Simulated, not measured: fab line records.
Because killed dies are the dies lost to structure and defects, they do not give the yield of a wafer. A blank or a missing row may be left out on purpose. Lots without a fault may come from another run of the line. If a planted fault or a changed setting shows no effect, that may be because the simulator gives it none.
A struck lot beside a sound one :: flow n5Finfet :: 26 steps out of a route of 1938
Sound: the wafers L150.1, L150.2, L150.6. The struck wafers were L163.3, L163.4, L163.6. The cause is given at the end.
At each step with rows: each side's tool, then ch and its chambers, then its first start. Under that, the readings that differ: sound wafers :: struck wafers :: difference of the means :: sigmas: that difference in standard deviations of wafers without a fault.
alike: words and numbers the same on both sides, and readings whose means are apart by under 2 such deviations; not compared: readings that were withheld, readings missing a value for some wafer, numbers with overlapping values and no deviation given by the record, and bounds like >300 which may hide the same value.
The two part at a step that has a row with sigmas, a row that says differs or no value, or rows on one side only. When numbers do not overlap yet have no deviation, they are printed without sigmas and do not part them. A reading missing from all wafers of one side parts the sides only when that side holds two or more wafers.

first, 8 steps without rows for these wafers: N5_BEOL_M9_DEVELOP_10 (develop time 30 s); N5_BEOL_M9_DESCUM_16 (chemistry O2, time 7.9 s); N5_BEOL_M9_ETCH_61 (etches SiARC in CF4, target depth 39 nm, time 65 s); N5_BEOL_M9_ETCH_62 (etches SOC in N2/H2, target depth 110 nm, overetch 22 nm, time 165 s); N5_BEOL_M9_STRIP_68 (strips in N2/H2); N5_BEOL_M9_STRIP_67 (strips in CF4); N5_BEOL_M9_HM_OPEN_17 (chemistry Cl2/BCl3, target TiN, target depth 20 nm, overetch 6 nm); N5_BEOL_M9_STRIP_19 (strips in O2).
N5_BEOL_M9_COAT_63: time 60 s, resist thk 60 nm.
  sound on lithoTrack-05 ch 0, day 9 19:28; struck on lithoTrack-05 ch 0, day 14 07:46
reading: spinSpeedRpm (rpm)
sound: 1499.6 1499.4 1500.2
struck: 1460.3 1460.0 1458.4
difference: -40.2
sigmas: -46

reading: model.SOC_of_BEOL_M9_COAT_63.thkNm (nm)
sound: 60 60.2 60
struck: 61 60.8 61
difference: +1
sigmas: 
  alike: plateTempC
then, 11 steps without rows for these wafers: N5_BEOL_M9_COAT_64 (time 60 s, resist thk 12 nm); N5_BEOL_M9_COAT_75 (time 60 s, resist thk 5 nm); N5_BEOL_M9_COAT_22 (resist thk 30 nm); N5_BEOL_M9_EBR_24; N5_BEOL_M9_SOFTBAKE_23 (time 60 s); N5_BEOL_M9_EXPOSE_25 (exposes mask V8); N5_BEOL_M9_PEB_26 (peb time 60 s); N5_BEOL_M9_DEVELOP_27 (develop time 30 s); N5_BEOL_M9_DESCUM_33 (chemistry O2, time 7 s); N5_BEOL_M9_ETCH_76 (etches underlayer in N2/H2, target depth 6.5 nm, time 5.2 s); N5_BEOL_M9_ETCH_65 (etches SiARC in CF4, target depth 15.6 nm, time 26 s).
N5_BEOL_M9_ETCH_66: etches SOC in N2/H2, target depth 80 nm, overetch 16 nm, time 120 s.
  sound on rieDiel-04 ch 0,2,3, day 9 19:56; struck on rieDiel-04 ch 0,3, day 14 08:14
reading: model.etch.depthNm (nm)
sound: 60.09 60.23 59.93
struck: 61.01 60.89 61.05
difference: +0.90
sigmas: 
  alike: drypumpMotorCurrentA, oesProductAu, rfVppV, showerheadPlenumPTorr, throttleValvePct
  not compared: rfHoursCounterH
then, 2 steps without rows for these wafers: N5_BEOL_M9_STRIP_69 (strips in N2/H2); N5_BEOL_M9_STRIP_77 (strips in N2/H2).
N5_BEOL_M9_VIA_ETCH_34: etches SiCOH lowk in C4F6/O2, target depth 182.4 nm, time 68.4 s.
  sound on rieDiel-04 ch 0,2,3, day 9 20:02; struck on rieDiel-04 ch 0,3, day 14 08:20
reading: model.SOC_of_BEOL_M9_COAT_63.thkNm (nm)
sound: 51.2 51.2 51
struck: 52.2 52 52
difference: +0.9
sigmas: 
  alike: drypumpMotorCurrentA, oesProductAu, rfVppV, showerheadPlenumPTorr, throttleValvePct
  not compared: rfHoursCounterH
then, 1 step without rows for these wafers: N5_BEOL_M9_STRIP_73 (strips in C4F6/O2).
N5_PASSIVATION_PROBE_49:
  the record has rows for the sound wafers here (prober-01, day 12 06:55) and none for the struck ones

== WHERE THEY PART ==
At N5_BEOL_M9_COAT_63 first; at N5_PASSIVATION_PROBE_49 last (within this record only).

WHY: what had been put in by the simulator
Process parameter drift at N5_BEOL_M9_COAT_63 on lithoTrack-05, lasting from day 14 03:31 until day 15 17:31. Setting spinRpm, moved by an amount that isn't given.
